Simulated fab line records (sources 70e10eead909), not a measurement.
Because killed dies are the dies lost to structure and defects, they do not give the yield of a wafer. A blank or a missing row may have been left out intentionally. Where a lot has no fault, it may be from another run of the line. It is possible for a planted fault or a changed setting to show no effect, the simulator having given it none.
Which tool is to blame? + flow nand-harc + Sampling: 12 lots, 36 wafers, 5 of 1302 route steps

## WHAT THE GAUGES SHOWED, per wafer
NHARC_END_SORT_01.
| lot  | measured     | on        | killed-at-array | killed-at-other | killed-at-periphery | killed-dies | killed-open | killed-short |
|------|--------------|-----------|-----------------|-----------------|---------------------|-------------|-------------|--------------|
| L519 | day 27 23:36 | prober-01 | 29 32 25        | 0 0 0           | 4 2 3               | 33 34 28    | 4 5 1       | 1 0 3        |

## WHAT TOOL EACH LOT RAN ON (gives the tool, then ch and the chambers of the sampled wafers, and finally the start)
| lot  | NHARC_A_STAIRCASE_STRIP_316                   | NHARC_A_STAIRCASE_STRIP_476        | NHARC_A_STAIRCASE_ALD_420        | NHARC_A_STAIRCASE_DEP_151       |
|------|-----------------------------------------------|------------------------------------|----------------------------------|---------------------------------|
| L513 | rie-diel-03 ch 0,2,3, day 18 12:41 or earlier | rie-diel-02 ch 0,2,3, day 18 12:41 | ald-hk-01 ch 1,2,3, day 18 15:49 | pecvd-03 ch 0,1,2, day 18 23:40 |
| L514 | rie-diel-11 ch 0,2,3, day 18 16:27 or earlier | rie-diel-03 ch 1,2,3, day 18 16:27 | ald-hk-03 ch 0,3, day 18 19:15   | pecvd-03 ch 0,1,2, day 19 03:33 |
| L517 | rie-diel-11 ch 0,1,3, day 19 13:47 or earlier | rie-diel-03 ch 0,2, day 19 13:47   | ald-hk-02 ch 0,1,3, day 19 16:35 | pecvd-03 ch 0,2, day 20 00:48   |
| L518 | rie-diel-02 ch 0,2,3, day 20 12:07 or earlier | rie-diel-11 ch 1,3, day 20 12:07   | ald-hk-03 ch 0,2,3, day 20 17:29 | pecvd-03 ch 0,1, day 21 01:29   |
| L519 | rie-diel-11 ch 0,1,2, day 20 20:21 or earlier | rie-diel-03 ch 0,1,3, day 20 20:21 | ald-hk-02 ch 0,1,3, day 20 23:28 | pecvd-03 ch 0,1,2, day 21 07:31 |
| L526 | rie-diel-03 ch 1,2,3, day 23 01:39 or earlier | rie-diel-02 ch 1,2, day 23 01:39   | ald-hk-01 ch 1,3, day 23 04:28   | pecvd-01 ch 0,1, day 23 13:35   |
| L525 | rie-diel-02 ch 0,2,3, day 23 06:35 or earlier | rie-diel-11 ch 1,3, day 23 06:35   | ald-hk-01 ch 0,3, day 23 09:23   | pecvd-04 ch 0,2, day 23 18:35   |
| L527 | rie-diel-11 ch 0,1,3, day 24 01:35 or earlier | rie-diel-11 ch 1,2,3, day 24 01:35 | ald-hk-01 ch 0,1,2, day 24 06:55 | pecvd-03 ch 0,1,2, day 24 14:49 |
| L529 | rie-diel-03 ch 0,1, day 24 20:23 or earlier   | rie-diel-03 ch 0,1,2, day 24 20:23 | ald-hk-02 ch 1,2, day 25 01:10   | pecvd-04 ch 0,2, day 25 09:21   |
| L530 | rie-diel-03 ch 0,2,3, day 25 05:22 or earlier | rie-diel-11 ch 1,2,3, day 25 05:22 | ald-hk-03 ch 0,1,2, day 25 08:19 | pecvd-04 ch 0,1,2, day 25 16:19 |
| L531 | rie-diel-11 ch 0,1,2, day 25 19:17 or earlier | rie-diel-11 ch 0,1,2, day 25 19:17 | ald-hk-03 ch 0,1,2, day 26 00:25 | pecvd-03 ch 0,1,2, day 26 08:32 |
| L534 | rie-diel-03 ch 0,1,3, day 26 15:04 or earlier | rie-diel-02 ch 0,3, day 26 15:04   | ald-hk-02 ch 1,2, day 26 22:18   | pecvd-04 ch 0,1,2, day 27 06:44 |
- NHARC_A_STAIRCASE_STRIP_316: strips in O2.
- NHARC_A_STAIRCASE_STRIP_476: strips in O2, time 20 s.
- NHARC_A_STAIRCASE_ALD_420: deposits SiO2, target thk 20 nm, pulse time 6 s, ald cycles 200.
- NHARC_A_STAIRCASE_DEP_151: deposits SiO2, target thk 7200 nm.

## WHAT THE TOOLS THEMSELVES READ (means of the sampled wafers that have a number; where no wafer has one, the mark that the record gives instead)
NHARC_A_STAIRCASE_STRIP_316.
| lot  | tool        | drypump-motor-current-A (A) | oes-product-au (a.u.) | rf-vpp-V (V) | showerhead-plenum-p-Torr (Torr) | throttle-valve-pct (%) |
|------|-------------|-----------------------------|-----------------------|--------------|---------------------------------|------------------------|
| L513 | rie-diel-03 | 6.5                         | 0.996                 | 58.4         | 3.54                            | 17.037                 |
| L514 | rie-diel-11 | 6.0                         | 1.003                 | 57.1         | 3.54                            | 17.034                 |
| L517 | rie-diel-11 | 5.9                         | 1.000                 | 57.9         | 3.60                            | 17.030                 |
| L518 | rie-diel-02 | 5.7                         | 0.993                 | 58.2         | 3.57                            | 17.028                 |
| L519 | rie-diel-11 | 5.7                         | 0.993                 | 57.7         | 3.44                            | 17.030                 |
| L526 | rie-diel-03 | 6.4                         | 0.995                 | 58.0         | 3.51                            | 17.041                 |
| L525 | rie-diel-02 | 5.7                         | 0.989                 | 57.4         | 3.55                            | 17.030                 |
| L527 | rie-diel-11 | 5.9                         | 0.992                 | 58.6         | 3.58                            | 17.035                 |
| L529 | rie-diel-03 | 6.2                         | 0.992                 | 57.1         | 3.33                            | 17.040                 |
| L530 | rie-diel-03 | 6.5                         | 0.992                 | 57.7         | 3.51                            | 17.033                 |
| L531 | rie-diel-11 | 5.7                         | 0.998                 | 57.3         | 3.42                            | 17.048                 |
| L534 | rie-diel-03 | 6.2                         | 0.991                 | 56.7         | 3.37                            | 17.041                 |

NHARC_A_STAIRCASE_STRIP_476.
| lot  | tool        | drypump-motor-current-A (A) | oes-product-au (a.u.) | rf-vpp-V (V) | showerhead-plenum-p-Torr (Torr) | throttle-valve-pct (%) |
|------|-------------|-----------------------------|-----------------------|--------------|---------------------------------|------------------------|
| L513 | rie-diel-02 | 5.7                         | 0.984                 | 57.7         | 3.58                            | 17.034                 |
| L514 | rie-diel-03 | 6.3                         | 1.004                 | 57.0         | 3.53                            | 17.029                 |
| L517 | rie-diel-03 | 6.6                         | 0.995                 | 57.8         | 3.64                            | 17.040                 |
| L518 | rie-diel-11 | 5.8                         | 1.004                 | 58.4         | 3.58                            | 17.033                 |
| L519 | rie-diel-03 | 6.2                         | 0.998                 | 56.9         | 3.39                            | 17.033                 |
| L526 | rie-diel-02 | 5.6                         | 0.998                 | 58.0         | 3.49                            | 17.034                 |
| L525 | rie-diel-11 | 6.2                         | 0.993                 | 58.3         | 3.66                            | 17.035                 |
| L527 | rie-diel-11 | 5.9                         | 0.991                 | 57.8         | 3.50                            | 17.040                 |
| L529 | rie-diel-03 | 6.4                         | 0.992                 | 57.9         | 3.47                            | 17.032                 |
| L530 | rie-diel-11 | 5.9                         | 0.998                 | 57.5         | 3.49                            | 17.039                 |
| L531 | rie-diel-11 | 5.7                         | 0.998                 | 58.0         | 3.42                            | 17.031                 |
| L534 | rie-diel-02 | 5.7                         | 0.980                 | 57.6         | 3.57                            | 17.028                 |

NHARC_A_STAIRCASE_ALD_420.
| lot  | tool      | heater-power-w (W) | precursor-pulse-height-rel |
|------|-----------|--------------------|----------------------------|
| L513 | ald-hk-01 | 444                | 1.014                      |
| L514 | ald-hk-03 | 489                | 0.985                      |
| L517 | ald-hk-02 | 404                | 0.995                      |
| L518 | ald-hk-03 | 481                | 1.005                      |
| L519 | ald-hk-02 | 405                | 1.007                      |
| L526 | ald-hk-01 | 425                | 1.001                      |
| L525 | ald-hk-01 | 434                | 0.979                      |
| L527 | ald-hk-01 | 439                | 0.994                      |
| L529 | ald-hk-02 | 430                | 0.981                      |
| L530 | ald-hk-03 | 485                | 1.009                      |
| L531 | ald-hk-03 | 487                | 0.995                      |
| L534 | ald-hk-02 | 426                | 1.013                      |

NHARC_A_STAIRCASE_DEP_151.
| lot  | tool     | heater-power-w (W) | rf-fwd-power-W (W) |
|------|----------|--------------------|--------------------|
| L513 | pecvd-03 | 665                | 498.7              |
| L514 | pecvd-03 | 620                | 499.3              |
| L517 | pecvd-03 | 606                | 418.6              |
| L518 | pecvd-03 | 802                | 420.2              |
| L519 | pecvd-03 | 640                | 418.5              |
| L526 | pecvd-01 | 656                | 499.8              |
| L525 | pecvd-04 | 599                | 501.3              |
| L527 | pecvd-03 | 650                | 499.1              |
| L529 | pecvd-04 | 600                | 499.6              |
| L530 | pecvd-04 | 660                | 499.7              |
| L531 | pecvd-03 | 620                | 498.1              |
| L534 | pecvd-04 | 575                | 501.0              |

## THE ANSWER, worked out from the rows above alone
Rule: what is usual is taken from the lots themselves. Put in order of their means at a reading, lots are off if they are a third of the lots or fewer, leave a main group of 4 or more, and stand apart from it by a gap of 3 or more times the standard deviation of the main group's means; of several such gaps the widest counts. A main group whose means are all the same, to the digits that the tables above print for the reading, isn't used. Also off: a lot with no number at a reading for which 4 or more lots have one. All remaining lots with rows at the step are treated as sound. The gauges are gone through in route order, then the tools' own readings, and for those a lot's mean is taken as printed above. At the first step where some lot is off, the reading lying furthest off is the one used; lots without a number count as furthest.
Off: L517, L518, L519 (NHARC_A_STAIRCASE_DEP_151, rf-fwd-power-W). For the main group the mean is 499.6 W and the standard deviation 0.96.
A tool fits if, at that step or a process step before it, it ran every lot that is off, and no sound lot after the first of them. Because NHARC_A_STAIRCASE_STRIP_316 lacks a start for some lots, the hours and order of its lots are taken from NHARC_A_STAIRCASE_STRIP_476. Not one of the candidates tried fits.

## WHAT THE SIMULATOR PUT IN
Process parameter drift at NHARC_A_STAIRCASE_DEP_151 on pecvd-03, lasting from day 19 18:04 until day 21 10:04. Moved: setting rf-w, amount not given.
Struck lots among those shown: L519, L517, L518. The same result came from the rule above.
